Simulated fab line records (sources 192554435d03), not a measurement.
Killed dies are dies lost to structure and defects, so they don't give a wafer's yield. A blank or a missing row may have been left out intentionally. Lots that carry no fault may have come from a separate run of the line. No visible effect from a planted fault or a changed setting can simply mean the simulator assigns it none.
fab line records    flow n5_finfet
[record] lots = 10  wafers = 27  last_day = 18
route steps=1938 shown GATE_CUT@490 BEOL_M4@1111
lots that met no fault: taken from a fault-free run of the same line
start_h: hours from the record's opening day to when the first of the lot's shown wafers began    wait_h: hours elapsed since this lot's preceding step    " repeats the value in the row above    L1.1+2: several wafers, shown together as one row    - no value, or no start was given    * or withheld: withheld    < > ~ a bound
route shown NAME@n: names a module that has steps shown in the file, with the first one's number in the route    usual: mean/standard deviation taken from wafers without a fault    same: alike in all rows    chamber/n: place in a boat    sites: the reading at each site    _std_site: standard deviation across them    _edge_site: outer sites' mean less inner sites'    radius_mm: for every site, how far away it sits from the centre of the wafer    mask NAME#n: copy n    behind: the last tool/chamber to shape the wafer    hold: why the lot went on hold/how many hours it stayed there/how the hold came to an end    device: which transistor (n, p or np) failed to switch    end of line: tests run on the same wafers once the route is complete    where a step has no rows: the recipe by itself    killed: not the wafer's yield, but the dies lost to structure and defects at the first sort    map: a wafer's dies, marking killed ones x, the rest . and places with no die _
set.NAME: the setting the step ran with; set.NAME@STEP: the setting that earlier step ran with    model.NAME: the simulator's own value behind a step, which no gauge read
the route's steps for a sample of lots (tables are steps, rows are wafers)
services: a tool's chamber out of use, with start hour (start_h, from the record's first day; less than 0 if before it), hours out, and reason
[[steps]]
[step N5_GATE_CUT_DESCUM_18]
[recipe] chemistry = O2  time_s = 7  source_power_w = 50  bias_power_w = 20  pressure_mtorr = 20  rf_frequency_hz = 2.712e+07  temp_c = 40  resist = CAR-EUV  o2_flow_sccm = 225
[usual] drypump_motor_current_A = 5.6/0.33  oes_product_au = 0.78/0.085  rf_vpp_V = 243.3/1.4  showerhead_plenum_p_Torr = 2.10/0.078  throttle_valve_pct = 20.37/0.24
lot.wafer  tool         chamber  start_h  wait_h  drypump_motor_current_A  oes_product_au  rf_hours_counter_h  rf_vpp_V  showerhead_plenum_p_Torr  throttle_valve_pct
L438.1     rie_diel-04  1        105.11   0.0     5.2                      0.89            43                  243.1     2.04                      20.48
L438.3     "            3        "        "       5.2                      0.68            239                 241.9     1.97                      20.32
L438.4     "            2        "        "       5.5                      0.77            146                 244.5     2.18                      20.37
L439.1     rie_diel-04  0        116.11   0.0     5.0                      0.74            182                 245.8     2.17                      20.43
L439.2     "            1        "        "       5.2                      0.88            47                  243.8     2.04                      20.48
L441.1     rie_diel-01  0        122.64   0.2     5.9                      0.84            47                  242.4     2.13                      20.04
L441.2     "            3        "        "       5.3                      0.67            228                 242.5     2.07                      20.47
L441.4     "            1        "        "       5.8                      0.73            192                 243.1     2.08                      20.82
L444.1     rie_diel-01  1        141.26   0.5     5.7                      0.72            199                 244.2     2.08                      20.83
L444.4     "            2        "        "       5.3                      0.88            29                  243.2     2.05                      19.89
L445.1     rie_diel-02  0        146.81   0.0     5.8                      0.71            207                 243.3     2.15                      20.48
L445.6     "            2        "        "       6.0                      0.74            -                   241.7     2.00                      20.30
L452.2     rie_diel-01  2        189.29   0.2     5.3                      0.87            45                  241.6     2.04                      19.90
L452.3     "            1        "        "       5.8                      0.73            216                 243.8     2.07                      20.86
L452.6     "            1        "        "       5.8                      0.71            -                   241.4     2.07                      20.85
L453.1     rie_diel-04  2        193.61   0.0     5.5                      0.76            165                 243.8     2.18                      20.43
L453.3     "            0        "        "       4.9                      0.73            197                 244.0     2.17                      20.46
L453.4     "            3        "        "       5.2                      0.98            2                   244.3     2.23                      19.94
L455.1     rie_diel-02  2        205.39   0.4     6.0                      0.73            171                 242.4     1.99                      20.34
L455.2     "            3        "        "       5.9                      0.70            222                 245.6     2.16                      20.53
L455.6     "            2        "        "       6.0                      0.74            -                   241.1     1.99                      20.33
L456.2     rie_diel-02  1        214.02   0.0     5.7                      0.94            25                  245.3     2.23                      20.22
L456.3     "            2        "        "       6.0                      0.73            173                 242.6     1.99                      20.34
L456.5     "            0        "        "       5.8                      0.70            -                   244.9     2.15                      20.52
L458.1     rie_diel-02  1        224.45   0.1     5.7                      0.92            29                  244.4     2.23                      20.21
L458.4     "            3        "        "       5.9                      0.70            229                 244.7     2.15                      20.56
L458.6     "            2        "        "       6.0                      0.72            -                   243.1     1.99                      20.35
[step N5_GATE_CUT_CUT_ETCH_54]
[recipe] chemistry = Cl2/BCl3  target = TiN  mask_material = SiO2  target_depth_a = 967  pressure_mtorr = 10  icp_w = 1000  bias_w = 126  Cl2_flow_sccm = 53.25  bcl3_flow_sccm = 21.75  Ar_flow_sccm = 25  ends = cleared
[usual] bcl3_flow_sccm = 21.76/0.064  drypump_motor_current_A = 5.87/0.24  etch_rf_on_time_s = 36.4/0.54  oes_ar_750_au = 0.80/0.091  oes_product_au = 0.73/0.084  throttle_valve_pct = 22.14/0.25
lot.wafer  tool          chamber  start_h  wait_h  bcl3_flow_sccm  drypump_motor_current_A  etch_rf_on_time_s  oes_ar_750_au  oes_product_au  rf_hours_counter_h  throttle_valve_pct
L438.1     rie_metal-02  1        105.56   0.0     21.80           6.12                     35.9               0.74           0.67            65                  22.07
L438.3     "             0        "        "       21.72           5.73                     36.7               0.94           0.85            -                   22.27
L438.4     "             1        "        "       21.80           6.13                     35.9               0.74           0.67            -                   22.06
L439.1     rie_metal-02  1        116.58   0.0     21.72           6.12                     44.3               0.73           0.59            66                  22.18
L439.2     "             0        "        "       21.69           5.70                     36.2               0.92           0.84            4                   22.28
L441.1     rie_metal-03  0        123.15   0.1     21.78           5.83                     36.5               0.87           0.79            14                  21.76
L441.2     "             0        "        "       21.72           5.78                     36.3               0.86           0.79            -                   21.75
L441.4     "             0        "        "       21.71           5.81                     36.7               0.86           0.80            -                   21.77
L444.1     rie_metal-02  0        141.71   0.0     21.82           5.73                     44.8               0.90           0.74            6                   22.40
L444.4     "             1        "        "       21.85           6.16                     44.1               0.73           0.59            -                   22.18
L445.1     rie_metal-02  0        147.27   0.0     21.75           5.65                     45.1               0.90           0.74            6                   22.38
L445.6     "             1        "        "       21.64           6.12                     35.8               0.73           0.67            -                   22.08
L452.2     rie_metal-03  1        189.74   0.0     21.74           6.02                     36.9               0.93           0.84            4                   22.28
L452.3     "             1        "        "       21.71           6.01                     36.9               0.92           0.83            -                   22.28
L452.6     "             0        "        "       21.85           5.77                     36.6               0.84           0.76            -                   21.77
L453.1     rie_metal-01  1        194.07   0.0     21.76           6.14                     37.3               0.76           0.68            47                  22.48
L453.3     "             1        "        "       21.64           6.16                     37.6               0.76           0.69            -                   22.50
L453.4     "             0        "        "       21.77           5.44                     36.1               0.71           0.63            -                   22.11
L455.1     rie_metal-02  0        205.84   0.0     21.69           5.73                     36.4               0.88           0.79            12                  22.30
L455.2     "             1        "        "       21.71           6.12                     36.0               0.72           0.65            74                  22.12
L455.6     "             1        "        "       21.74           6.14                     35.8               0.72           0.65            -                   22.08
L456.2     rie_metal-02  1        214.48   0.0     21.87           6.15                     35.8               0.71           0.65            75                  22.08
L456.3     "             1        "        "       21.76           6.13                     35.6               0.71           0.65            -                   22.11
L456.5     "             0        "        "       21.85           5.68                     36.4               0.87           0.79            -                   22.28
L458.1     rie_metal-03  1        224.91   0.0     21.77           6.05                     37.0               0.91           0.81            6                   22.30
L458.4     "             0        "        "       21.73           5.78                     36.3               0.83           0.77            -                   21.78
L458.6     "             1        "        "       21.81           6.03                     36.9               0.89           0.82            -                   22.30
[step N5_GATE_CUT_VAPOR_ETCH_51]
[recipe] chemistry = BCl3/Cl2  target = HfO2  mode = isotropic
[usual] drypump_motor_current_A = 5.87/0.24  oes_product_au = 0.81/0.094
lot.wafer  tool          chamber  start_h  wait_h  drypump_motor_current_A  oes_product_au
L438.1     rie_metal-02  1        105.74   0.0     6.13                     0.74
L438.3     "             0        "        "       5.75                     0.94
L438.4     "             1        "        "       6.13                     0.74
L439.1     rie_metal-02  1        116.76   0.0     6.13                     0.73
L439.2     "             0        "        "       5.72                     0.93
L441.1     rie_metal-03  0        123.51   0.1     5.78                     0.87
L441.2     "             0        "        "       5.76                     0.87
L441.4     "             0        "        "       5.77                     0.88
L444.1     rie_metal-02  0        141.89   0.0     5.70                     0.91
L444.4     "             1        "        "       6.14                     0.73
L445.1     rie_metal-02  0        147.45   0.0     5.68                     0.91
L445.6     "             1        "        "       6.12                     0.73
L452.2     rie_metal-03  1        189.92   0.0     6.03                     0.93
L452.3     "             1        "        "       6.03                     0.93
L452.6     "             0        "        "       5.78                     0.84
L453.1     rie_metal-01  1        194.25   0.0     6.12                     0.76
L453.3     "             1        "        "       6.14                     0.76
L453.4     "             0        "        "       5.44                     0.71
L455.1     rie_metal-02  0        206.02   0.0     5.73                     0.88
L455.2     "             1        "        "       6.11                     0.72
L455.6     "             1        "        "       6.11                     0.72
L456.2     rie_metal-02  1        214.66   0.0     6.09                     0.72
L456.3     "             1        "        "       6.12                     0.71
L456.5     "             0        "        "       5.69                     0.88
L458.1     rie_metal-03  1        225.09   0.0     6.00                     0.92
L458.4     "             0        "        "       5.77                     0.84
L458.6     "             1        "        "       6.02                     0.92
[step N5_GATE_CUT_ALD_22]
[recipe] material = SiNx  target_thk_a = 160  temp_c = 400  ald_precursor_family = SiH2I2  ald_co_reactant = N2/H2-plasma  pulse_time_s = 1  ald_cycles = 320  purge_time_s = 2  co_reactant_purge_time_s = 2  pressure_torr = 2
[usual] heater_power_w = 874/100  precursor_pulse_height_rel = 1.000/0.018
[same] co_reactant_purge_time_s = 2
lot.wafer  tool        chamber  start_h  wait_h  heater_power_w  precursor_pulse_height_rel
L438.1     ald_sin-03  1        105.96   0.0     843             0.993
L438.3     "           0        "        "       911             1.022
L438.4     "           3        "        "       718             0.990
L439.1     ald_sin-04  2        117.03   0.1     966             0.989
L439.2     "           0        "        "       874             0.991
L441.1     ald_sin-02  2        124.11   0.4     918             0.986
L441.2     "           0        "        "       1117            1.015
L441.4     "           3        "        "       859             0.986
L444.1     ald_sin-04  3        142.30   0.2     849             0.991
L444.4     "           1        "        "       756             1.019
L445.1     ald_sin-04  1        147.65   0.0     738             0.983
L445.6     "           3        "        "       868             1.001
L452.2     ald_sin-04  1        191.79   1.7     748             0.970
L452.3     "           2        "        "       967             0.994
L452.6     "           1        "        "       741             1.010
L453.1     ald_sin-04  2        194.45   0.0     974             0.999
L453.3     "           3        "        "       878             1.030
L453.4     "           0        "        "       863             0.989
L455.1     ald_sin-03  3        206.23   0.0     751             1.020
L455.2     "           1        "        "       841             0.995
L455.6     "           1        "        "       818             1.036
L456.2     ald_sin-03  3        214.87   0.0     732             1.040
L456.3     "           1        "        "       817             0.983
L456.5     "           0        "        "       946             0.985
L458.1     ald_sin-02  0        225.29   0.0     1111            1.014
L458.4     "           3        "        "       872             1.046
L458.6     "           1        "        "       806             1.003
[step N5_BEOL_M4_RC_MEAS_101]
[usual] DIBL_N = 35.9/1.3  DIBL_P = 36.3/1.5  IOFF_N = 0.153/0.023  IOFF_P = 0.208/0.028  ION_N = 672/9.7  ION_P = 462/6.6  SS_N = 71.5/0.53  SS_P = 73.3/0.59  VT_N = 250.4/2.7  VT_P = -250.5/3
lot.wafer  tool       chamber  start_h  wait_h  DIBL_N[mV/V]  DIBL_P[mV/V]  IOFF_N[nA/um]  IOFF_P[nA/um]  ION_N[uA/um]  ION_P[uA/um]  SS_N[mV/dec]  SS_P[mV/dec]  VT_N[mV]  VT_P[mV]
L438.1     prober-01  0        200.32   0.0     37.3          37.6          0.186          0.275          672           470           72.6          73.6          245.2     -245.2
L438.3     "          0        "        "       35.1          34.8          0.148          0.214          670           469           71.1          72.8          250.7     -248.0
L438.4     "          0        "        "       38.7          39.2          0.218          0.307          690           478           73.0          73.3          246.7     -243.2
L439.1     prober-02  0        203.83   0.0     35.4          35.4          0.143          0.196          674           466           71.4          72.8          250.7     -251.0
L439.2     "          0        "        "       35.8          35.4          0.147          0.200          677           456           70.9          72.8          249.8     -250.4
L441.1     prober-01  0        223.00   0.0     36.8          37.2          0.170          0.235          681           470           72.2          73.8          248.3     -249.1
L441.2     "          0        "        "       36.9          35.8          0.168          0.222          685           469           70.7          73.4          248.3     -250.4
L441.4     "          0        "        "       35.7          35.7          0.149          0.217          671           467           71.8          73.9          252.0     -249.9
L444.1     prober-02  0        227.20   0.0     35.7          35.8          0.135          0.180          675           460           71.3          73.6          253.1     -249.9
L444.4     "          0        "        "       37.4          38.2          0.169          0.213          686           464           71.9          73.1          247.4     -251.0
L445.1     prober-01  0        236.63   0.0     35.1          34.6          0.125          0.201          666           466           70.8          72.6          253.6     -245.9
L445.6     "          0        "        "       35.5          34.3          0.130          0.203          668           463           71.7          73.0          253.1     -245.9
L452.2     prober-01  0        279.33   0.2     34.7          36.2          0.135          0.171          677           456           71.2          72.8          253.7     -255.0
L452.3     "          0        "        "       35.2          36.0          0.140          0.176          667           455           71.5          73.7          252.1     -255.3
L452.6     "          0        "        "       34.3          35.4          0.126          0.161          663           456           71.2          73.0          253.5     -255.1
L453.1     prober-02  0        304.84   0.0     34.6          34.6          0.142          0.180          679           461           70.4          72.8          248.7     -251.5
L453.3     "          0        "        "       36.1          35.9          0.158          0.198          679           460           71.5          73.5          250.2     -250.3
L453.4     "          0        "        "       35.8          36.2          0.146          0.207          666           456           71.8          73.4          252.1     -248.1
L455.1     prober-01  0        309.20   0.0     35.8          38.0          0.168          0.216          673           462           71.5          73.4          249.3     -252.6
L455.2     "          0        "        "       32.8          34.6          0.121          0.176          669           460           71.3          72.8          251.3     -253.5
L455.6     "          0        "        "       34.9          37.1          0.152          0.203          685           474           71.5          73.5          252.4     -249.4
L456.2     prober-02  0        313.32   0.2     37.1          38.5          0.190          0.239          690           472           71.4          74.4          247.0     -248.6
L456.3     "          0        "        "       36.4          37.5          0.170          0.215          691           468           71.4          74.6          248.6     -250.0
L456.5     "          0        "        "       36.6          37.4          0.165          0.209          679           462           71.7          73.0          249.0     -248.8
L458.1     prober-02  0        336.40   0.0     35.8          35.8          0.145          0.211          689           473           70.6          72.9          248.5     -249.6
L458.4     "          0        "        "       35.0          34.7          0.134          0.189          679           469           70.9          72.8          250.8     -249.5
L458.6     "          0        "        "       35.3          34.6          0.136          0.192          672           462           70.7          73.1          250.5     -249.6
[[services]]
tool          chamber  start_h  hours  kind
ald_sin-03    -        83.95    6.1    pm
ald_sin-02    -        85.25    14.0   pm
rie_diel-01   1        93.05    9.4    repair
rie_diel-02   -        94.98    2.8    pm
rie_diel-02   3        98.87    7.9    repair
ald_sin-04    3        121.37   8.2    repair
rie_metal-03  1        121.49   -      clean
rie_metal-03  1        121.49   20.7   scheduled_down
rie_metal-03  1        121.49   20.7   vent_cycle
rie_diel-02   1        122.31   -      clean
rie_diel-02   1        122.31   -      consumable_replace:focus_ring
rie_diel-02   1        122.31   -      consumable_replace:showerhead
rie_diel-02   1        122.31   15.9   scheduled_down
rie_diel-02   1        122.31   15.9   vent_cycle
rie_diel-04   -        128.58   28.1   pm
ald_sin-04    0        133.24   22.3   repair
ald_sin-03    -        178.86   14.0   pm
ald_sin-03    0        178.86   14.0   vent_cycle
ald_sin-03    1        178.86   14.0   vent_cycle
ald_sin-03    2        178.86   14.0   vent_cycle
ald_sin-03    3        178.86   14.0   vent_cycle
ald_sin-03    0        192.86   -      clean
rie_metal-02  -        196.03   2.8    pm
rie_diel-01   -        196.89   8.3    repair
[[key]]
[first_sign] step = N5_GATE_CUT_CUT_ETCH_54  reading = etch_rf_on_time_s  direction = up  sigmas = 15  usual = *  struck = *
effect none on later readings
met_at N5_GATE_CUT_CUT_ETCH_54
struck_lots L439,L444,L445
struck_wafers L439.1,L444.1,L444.4,L445.1
not_acting_at N5_GATE_CUT_DESCUM_18,N5_GATE_CUT_VAPOR_ETCH_51,N5_GATE_CUT_ALD_22
onset_between 105.56 116.58
[fault] kind = process_parameter_drift  tool = rie_metal-02  chamber = -  onset_h = 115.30  steps = N5_GATE_CUT_CUT_ETCH_54  channel = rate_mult  offset = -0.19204  shape = step  end_h = 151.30  scope = struck_wafers_only
